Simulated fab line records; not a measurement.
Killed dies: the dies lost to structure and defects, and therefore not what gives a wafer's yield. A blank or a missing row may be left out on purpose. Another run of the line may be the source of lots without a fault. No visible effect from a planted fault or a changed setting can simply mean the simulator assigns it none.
Chamber matching + flow n5 finfet + cmp-04 running N5_BEOL_M9_CMP_52: 4 sister chambers
The step polishes, stops on SiCOH lowk, t overpolish 7 s, target thk 140 nm. 16 wafers are shown with their chamber, then 8 later ones without.

## WAFERS, EACH WITH ITS CHAMBER
| wafer  | chamber | motor current A (A) | time to endpoint s (s) | overpolish run s (s) |
|--------|---------|---------------------|------------------------|----------------------|
| L077.2 | 1       | 5.3                 | 61.3                   | 6.982                |
| L077.4 | 0       | 5.1                 | 63.7                   | 7.001                |
| L077.5 | 2       | 5.6                 | 62.6                   | 7.008                |
| L078.1 | 2       | 5.4                 | 61.5                   | 7.010                |
| L078.3 | 0       | 5.2                 | 64.7                   | 7.014                |
| L078.5 | 1       | 5.2                 | 60.4                   | 6.984                |
| L082.1 | 2       | 5.8                 | 69.1                   | 6.990                |
| L082.3 | 3       | 4.9                 | 70.3                   | 6.996                |
| L082.4 | 0       | 5.3                 | 72.4                   | 7.025                |
| L083.1 | 1       | 5.3                 | 63.0                   | 7.001                |
| L083.3 | 3       | 4.8                 | 63.9                   | 6.999                |
| L083.6 | 2       | 5.5                 | 64.2                   | 7.004                |
| L084.1 | 0       | 5.3                 | 68.5                   | 7.003                |
| L084.3 | 1       | 5.2                 | 64.2                   | 7.011                |
| L084.4 | 2       | 5.5                 | 62.1                   | 6.993                |
| L085.3 | 2       | 5.6                 | 63.1                   | 7.002                |

SIGNATURES (averages over the wafers above)
| reading            | chamber 0 | chamber 1 | chamber 2 | chamber 3 | scatter within a chamber |
|--------------------|-----------|-----------|-----------|-----------|--------------------------|
| motor current A    | 5.225     | 5.250     | 5.567     | 4.850     | 0.106                    |
| time to endpoint s | 67.325    | 62.225    | 63.767    | 67.100    | 3.09                     |
| overpolish run s   | 7.01075   | 6.99450   | 7.00117   | 6.99750   | 0.0103                   |
Rule: for a wafer and a chamber, the distance is found by dividing, reading by reading, the gap between the wafer's reading and the chamber's mean by the reading's scatter, squaring, summing and taking the root. If the next closest chamber is less than 2 further off than the closest, the wafer can't be placed; otherwise it belongs to the closest. How the scatter is found: for the shown wafers, subtract from each reading the mean of its chamber, square and add these, divide the total by (wafers less chambers), then take the root.

## WAFERS WITHOUT THEIR CHAMBER
| wafer  | motor current A (A) | time to endpoint s (s) | overpolish run s (s) |
|--------|---------------------|------------------------|----------------------|
| L085.4 | 5.4                 | 63.8                   | 6.991                |
| L085.6 | 5.3                 | 63.3                   | 6.998                |
| L092.1 | 4.9                 | 66.3                   | 7.014                |
| L092.2 | 5.4                 | 65.9                   | 7.000                |
| L092.6 | 4.7                 | 64.5                   | 7.005                |
| L094.1 | 5.6                 | 63.8                   | 6.990                |
| L094.3 | 4.8                 | 63.6                   | 6.999                |
| L094.4 | 5.0                 | 66.3                   | 6.992                |

## CHAMBER TAKEN BY EACH
| wafer  | from the rows above          | in truth |
|--------|------------------------------|----------|
| L085.4 | can't be placed: 1 or 2 or 0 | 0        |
| L085.6 | can't be placed: 1 or 0 or 2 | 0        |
| L092.1 | can't be placed: 3 or 0      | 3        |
| L092.2 | can't be placed: 2 or 1 or 0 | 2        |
| L092.6 | 3                            | 3        |
| L094.1 | 2                            | 2        |
| L094.3 | 3                            | 3        |
| L094.4 | can't be placed: 3 or 1 or 0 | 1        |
Correctly placed: 3 of 8. Unplaceable from these rows: 5, with the true chamber sitting among the candidates in 5. Wrongly placed: 0.
